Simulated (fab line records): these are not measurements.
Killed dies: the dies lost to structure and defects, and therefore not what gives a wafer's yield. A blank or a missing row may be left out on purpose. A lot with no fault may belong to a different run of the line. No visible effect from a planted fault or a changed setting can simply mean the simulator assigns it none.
Chamber matching + flow n5-finfet + 4 sister chambers for N5_BEOL_M10_DESCUM_33 on rie-diel-03
The step chemistry O2, time 7.9 s. 16 wafers are shown with their chamber, then 8 later ones without.

EACH WAFER AND ITS CHAMBER
| wafer  | chamber | showerhead-plenum-p-Torr (Torr) | drypump-motor-current-A (A) | throttle-valve-pct (%) |
|--------|---------|---------------------------------|-----------------------------|------------------------|
| L076.1 | 1       | 2.03                            | 6.5                         | 20.06                  |
| L076.2 | 0       | 2.08                            | 5.4                         | 20.54                  |
| L076.4 | 3       | 2.04                            | 5.5                         | 20.40                  |
| L082.1 | 3       | 2.03                            | 5.5                         | 20.42                  |
| L082.2 | 0       | 2.08                            | 5.4                         | 20.56                  |
| L082.6 | 1       | 2.02                            | 6.6                         | 20.10                  |
| L085.1 | 3       | 2.03                            | 5.5                         | 20.44                  |
| L085.5 | 1       | 2.02                            | 6.6                         | 20.11                  |
| L085.6 | 2       | 2.14                            | 5.9                         | 20.66                  |
| L087.1 | 2       | 2.14                            | 5.9                         | 20.67                  |
| L087.5 | 3       | 2.03                            | 5.5                         | 20.43                  |
| L087.6 | 2       | 2.14                            | 6.0                         | 20.67                  |
| L089.1 | 2       | 2.14                            | 6.0                         | 20.66                  |
| L089.3 | 1       | 2.02                            | 6.5                         | 20.09                  |
| L089.4 | 3       | 2.03                            | 5.5                         | 20.46                  |
| L092.2 | 3       | 2.02                            | 5.5                         | 20.45                  |

SIGNATURES, as means of the wafers listed above
| reading                  | chamber 0 | chamber 1 | chamber 2 | chamber 3 | scatter within a chamber |
|--------------------------|-----------|-----------|-----------|-----------|--------------------------|
| showerhead-plenum-p-Torr | 2.0800    | 2.0225    | 2.1400    | 2.0300    | 0.00479                  |
| drypump-motor-current-A  | 5.400     | 6.550     | 5.950     | 5.500     | 0.0408                   |
| throttle-valve-pct       | 20.5500   | 20.0900   | 20.6650   | 20.4333   | 0.0183                   |
Rule: distance of a wafer from a chamber = root of the sum over the readings of ((wafer's reading minus chamber's mean) / reading's scatter) squared. The wafer belongs to the nearest chamber; if the next one is less than 2 further off, it can't be placed. The scatter is the square root of a quotient: the sum, over the shown wafers, of each reading's squared deviation from its chamber's mean, divided by wafers minus chambers.

WAFERS WITH NO CHAMBER GIVEN
| wafer  | showerhead-plenum-p-Torr (Torr) | drypump-motor-current-A (A) | throttle-valve-pct (%) |
|--------|---------------------------------|-----------------------------|------------------------|
| L092.4 | 2.02                            | 5.5                         | 20.43                  |
| L092.6 | 2.13                            | 5.9                         | 20.67                  |
| L093.1 | 2.07                            | 5.4                         | 20.59                  |
| L093.4 | 2.01                            | 6.6                         | 20.12                  |
| L093.6 | 2.13                            | 6.0                         | 20.68                  |
| L097.1 | 2.02                            | 5.5                         | 20.46                  |
| L097.2 | 2.01                            | 6.6                         | 20.13                  |
| L097.3 | 2.13                            | 5.9                         | 20.72                  |

CHAMBER TAKEN BY EACH
| wafer  | from the rows above | in truth |
|--------|---------------------|----------|
| L092.4 | 3                   | 3        |
| L092.6 | 2                   | 2        |
| L093.1 | 0                   | 0        |
| L093.4 | 1                   | 1        |
| L093.6 | 2                   | 2        |
| L097.1 | 3                   | 3        |
| L097.2 | 1                   | 1        |
| L097.3 | 2                   | 2        |
Correctly placed: 8 of 8. Can't be placed from these rows: 0. Placed wrongly: 0.
